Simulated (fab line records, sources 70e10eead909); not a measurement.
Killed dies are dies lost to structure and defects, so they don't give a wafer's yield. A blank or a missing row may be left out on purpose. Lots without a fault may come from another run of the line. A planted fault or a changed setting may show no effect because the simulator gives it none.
fab line records | flow nand_harc | part 2 of 2: steps 24 to 34 of 34
record lots=5 wafers=15 last_day=33
route steps=1302 shown A_BLC@1107 A_M0@1137
lots that met no fault: from a run of the same line without faults
start_h: hours from the record's first day to the start of the lot's first wafer shown | wait_h: hours since the lot's step before | " the same as in the row above | L1.1+2: a row that stands for several wafers | - no value, or no start given | * or withheld: withheld | < > ~ a bound
route shown NAME@n: a module of which the file shows steps, and the number in the route of the first | usual: mean/standard deviation of fault-free wafers | same: alike in all rows | chamber/n: place in a boat | sites: the reading at each site | _std_site: their standard deviation | _edge_site: outer sites' mean less inner sites' | radius_mm: how far each site lies from the wafer's centre | mask NAME#n: copy n | behind: the tool/chamber that last shaped the wafer | hold: why the lot was held/for how many hours/how that ended | device: the transistor (n, p or np) that didn't switch | end of line: the same wafers' tests at the end of the route | a step without rows: its recipe alone | killed: dies lost to structure and defects at the first sort, not the wafer's yield | map: a wafer's dies, x killed, . not, _ none there
set.NAME: the setting as run; set.NAME@STEP: as run at that earlier step | model.NAME: the simulator's own value behind a step, which no gauge read
lots at some steps of the route; a table a step, a row a wafer
services: from which hour (start_h, from the record's first day; less than 0 if before it) a tool's chamber was out of use, for how many hours, and why
## steps
# step NHARC_A_BLC_PVD_32
# recipe target_thk_a=50 chamber_pressure_pa=5 power_w=5000 substrate_temp_c=200 time_s=17.7 material=Ti
# usual chamber_pressure_pa=4.999/0.0096 throttle_valve_pct=30.0/0.78
# columns lot.wafer tool chamber start_h wait_h chamber_pressure_pa throttle_valve_pct
L076.2 pvd_sputter-02 - - - 4.981 30.4
L076.5 " - " " 4.988 30.6
L076.6 " - " " 4.994 29.8
L077.4 pvd_sputter-02 - - - 5.006 28.9
L077.1 " - " " 4.999 30.2
L077.2 " - " " 5.004 30.0
L074.3 pvd_sputter-01 - - - 5.004 31.8
L074.2 " - " " 5.006 29.9
L074.4 " - " " 5.005 28.6
L094.3 pvd_sputter-02 - - - 4.994 29.5
L094.6 " - " " 5.012 29.2
L094.5 " - " " 4.990 30.1
L096.2 pvd_sputter-01 - - - 5.002 28.9
L096.4 " - " " 5.014 31.1
L096.6 " - " " 5.000 29.0
# step NHARC_A_BLC_ALD_23
# recipe target_thk_a=30 pulse_time_s=1 ald_cycles=150 temp_c=450 material=TiN
# usual heater_power_w=1098/98 precursor_pulse_height_rel=1.003/0.02
# same ald_cycles=150
# columns lot.wafer tool chamber start_h wait_h heater_power_w precursor_pulse_height_rel
L076.2 ald_metal-03 1 536.30 - 1003 0.995
L076.5 " 3 " " 1058 1.020
L076.6 " 0 " " 966 0.999
L077.1 ald_metal-04 2 542.39 - 1218 0.989
L077.4 " 3 " " 1114 1.009
L077.2 " 1 " " 1062 1.036
L074.2 ald_metal-03 3 547.87 - 1038 1.010
L074.4 " 0 " " 980 0.987
L074.3 " 1 " " 1013 1.019
L094.3 ald_metal-04 1 721.58 - 1041 0.995
L094.5 " 0 " " 1063 0.999
L094.6 " 1 " " 1069 0.987
L096.4 ald_metal-04 3 732.90 - 1243 1.013
L096.2 " 0 " " 1027 1.007
L096.6 " 2 " " 1158 0.977
# step NHARC_A_BLC_CVD_24
# recipe target_thk_a=1500 temp_c=300 pressure_torr=40 wf6_flow_sccm=40 h2_flow_sccm=1600 ar_flow_sccm=1560 time_s=434 material=W
# usual heater_power_w=456/34 mfc_wf6_sccm=40.00/0.13 throttle_valve_pct=7.88/0.16
# columns lot.wafer tool chamber start_h wait_h heater_power_w mfc_wf6_sccm throttle_valve_pct
L076.2 cvd_w-02 1 - - 461 40.13 7.76
L076.5 " 1 " " 453 40.13 7.86
L076.6 " 0 " " 432 39.86 8.07
L077.2 cvd_w-01 0 - - 498 39.93 7.99
L077.1 " 1 " " 440 40.08 7.76
L077.4 " 0 " " 491 39.98 7.90
L074.2 cvd_w-02 1 - - 453 40.03 8.09
L074.4 " 1 " " 451 39.80 7.78
L074.3 " 0 " " 424 39.88 8.18
L094.3 cvd_w-01 1 - - 427 40.20 7.97
L094.6 " 0 " " 503 39.99 8.32
L094.5 " 1 " " 433 40.12 7.78
L096.2 cvd_w-02 0 - - 410 40.05 8.13
L096.4 " 0 " " 418 39.97 7.63
L096.6 " 0 " " 415 40.22 7.77
# step NHARC_A_BLC_CMP_25
# recipe t_overpolish_s=30 target_thk_nm=150
# usual motor_current_A=11.8/1.3 overpolish_run_s=30.001/0.0089 time_to_endpoint_s=30.3/2.8
# same t_overpolish_s=30
# columns lot.wafer tool chamber start_h wait_h motor_current_A overpolish_run_s time_to_endpoint_s
L076.2 cmp-03 3 537.08 0.5 10.0 29.998 31.9
L076.5 " 2 " " 13.1 30.017 32.5
L076.6 " 3 " " 9.5 29.993 31.9
L077.4 cmp-01 2 543.15 0.3 10.2 29.999 26.3
L077.2 " 3 " " 10.9 30.003 28.8
L077.1 " 0 " " 13.2 30.009 29.3
L074.2 cmp-03 0 548.63 0.5 13.4 30.000 31.7
L074.4 " 1 " " 10.4 30.000 30.8
L074.3 " 2 " " 12.5 30.007 35.8
L094.3 cmp-02 3 722.32 0.3 12.6 29.994 30.3
L094.6 " 2 " " 11.4 29.996 32.3
L094.5 " 3 " " 13.0 30.008 34.3
L096.4 cmp-02 0 733.63 0.3 11.2 30.009 27.6
L096.2 " 1 " " 13.2 29.995 26.6
L096.6 " 0 " " 10.7 29.986 27.0
# step NHARC_A_BLC_SRD_27
# columns lot.wafer tool chamber start_h wait_h
L076.6+5+2 wet_bench-01 3,5,7 537.38 0.0
L077.1+4+2 wet_bench-09 3,5,0 543.44 0.0
L074.2+3+4 wet_bench-05 3,5,6 548.93 0.0
L094.3+5+6 wet_bench-05 7,1,2 722.62 0.0
L096.6+2+4 wet_bench-01 1,2,3 733.93 0.0
# step NHARC_A_BLC_INSPECT_28
# usual raw_defect_count=493/88
# columns lot.wafer tool chamber start_h wait_h raw_defect_count
L076.2 defect_inspect-01 - 537.46 0.1 504
L076.5 " - " " 395
L076.6 " - " " 513
L077.1 defect_inspect-02 - 543.52 0.1 512
L077.2 " - " " 556
L077.4 " - " " 538
L074.2 defect_inspect-02 - 549.01 0.1 483
L074.3 " - " " 449
L074.4 " - " " 423
L094.3 defect_inspect-01 - 722.70 0.1 560
L094.5 " - " " 458
L094.6 " - " " 564
L096.2 defect_inspect-02 - 734.00 0.1 567
L096.4 " - " " 390
L096.6 " - " " 446
# step NHARC_A_M0_DEP_00
# recipe target_thk_a=1500 target_thk_nm=150 temp_c=withheld pressure_torr=5 flow_sccm=200 rf_w=600 material=SiOC
# columns lot.wafer tool chamber start_h wait_h
L076.2+6+5 pecvd-02 1,1,0 537.53 0.1
L077.2+1+4 pecvd-02 2,0,0 543.59 0.1
L074.2+3+4 pecvd-02 2,1,2 549.07 0.1
L094.3+5+6 pecvd-02 2,2,0 722.77 0.1
L096.2+4+6 pecvd-02 2,0,1 734.16 0.2
# step NHARC_A_M0_DEHYDRATE_01
# recipe temp_c=150 time_s=120
# usual plate_temp_C=150.00/0.16
# columns lot.wafer tool chamber start_h wait_h plate_temp_C
L076.2 litho_track-06 0 537.93 - 149.79
L076.5 " 0 " " 149.98
L076.6 " 0 " " 149.88
L077.1 litho_track-04 0 543.99 - 149.93
L077.2 " 0 " " 149.87
L077.4 " 0 " " 149.93
L074.2 litho_track-06 0 549.48 - 150.15
L074.3 " 0 " " 150.17
L074.4 " 0 " " 149.94
L094.3 litho_track-06 0 723.18 - 149.95
L094.5 " 0 " " 150.12
L094.6 " 0 " " 150.04
L096.2 litho_track-06 0 734.47 - 149.86
L096.4 " 0 " " 150.08
L096.6 " 0 " " 149.90
# step NHARC_A_M0_HMDS_02
# recipe time_s=30
# columns lot.wafer tool chamber start_h wait_h
L076.2+5+6 litho_track-06 0 - -
L077.1+2+4 litho_track-04 0 - -
L074.2+3+4 litho_track-06 0 - -
L094.3+5+6 litho_track-06 0 - -
L096.2+4+6 litho_track-06 0 - -
# step NHARC_A_M0_COAT_33
# recipe temp_c=200 time_s=65
# usual plate_temp_C=200.02/0.18
# columns lot.wafer tool chamber start_h wait_h plate_temp_C
L076.2 litho_track-06 0 - - 200.20
L076.5 " 0 " " 200.28
L076.6 " 0 " " 199.85
L077.1 litho_track-04 0 - - 199.88
L077.2 " 0 " " 199.97
L077.4 " 0 " " 199.91
L074.2 litho_track-06 0 - - 200.12
L074.3 " 0 " " 200.08
L074.4 " 0 " " 200.09
L094.3 litho_track-06 0 - - 200.16
L094.5 " 0 " " 200.05
L094.6 " 0 " " 200.10
L096.2 litho_track-06 0 - - 200.07
L096.4 " 0 " " 200.03
L096.6 " 0 " " 200.15
# step NHARC_A_M0_COAT_03
# recipe spin_rpm=1500 resist_thk_nm=90
# columns lot.wafer tool chamber start_h wait_h
L076.2+5+6 litho_track-06 0 - -
L077.1+2+4 litho_track-04 0 - -
L074.2+3+4 litho_track-06 0 - -
L094.3+5+6 litho_track-06 0 - -
L096.2+4+6 litho_track-06 0 - -
## services
# columns tool chamber start_h hours kind
wet_bench-09 - 528.80 8.0 pm
litho_track-06 - 529.00 7.0 pm
rie_diel-03 3 534.76 4.0 repair
arfi_scanner-03 - 540.00 4.0 pm
litho_track-04 - 553.00 7.0 pm
wet_bench-09 - 553.45 11.8 repair
arfi_scanner-03 - 567.39 2.2 repair
pvd_sputter-01 - 582.00 10.0 pm
pecvd-02 - 591.61 13.0 pm
wet_bench-01 - 609.36 1.2 repair
wet_bench-01 - 629.71 8.0 pm
cvd_w-02 - 631.48 13.0 pm
pecvd-02 2 634.22 9.0 repair
rie_diel-03 - 635.30 9.0 pm
pvd_sputter-02 - 638.00 10.0 pm
ald_metal-04 - 640.26 0.9 repair
rie_diel-09 1 642.99 2.7 repair
rie_diel-09 - 674.10 9.0 pm
litho_track-01 - 680.00 7.0 pm
litho_track-06 - 704.00 7.0 pm
wet_bench-09 - 704.83 8.0 pm
pvd_sputter-02 - 725.26 8.4 repair
litho_track-04 - 728.00 7.0 pm
rie_diel-03 - 732.67 0.6 repair
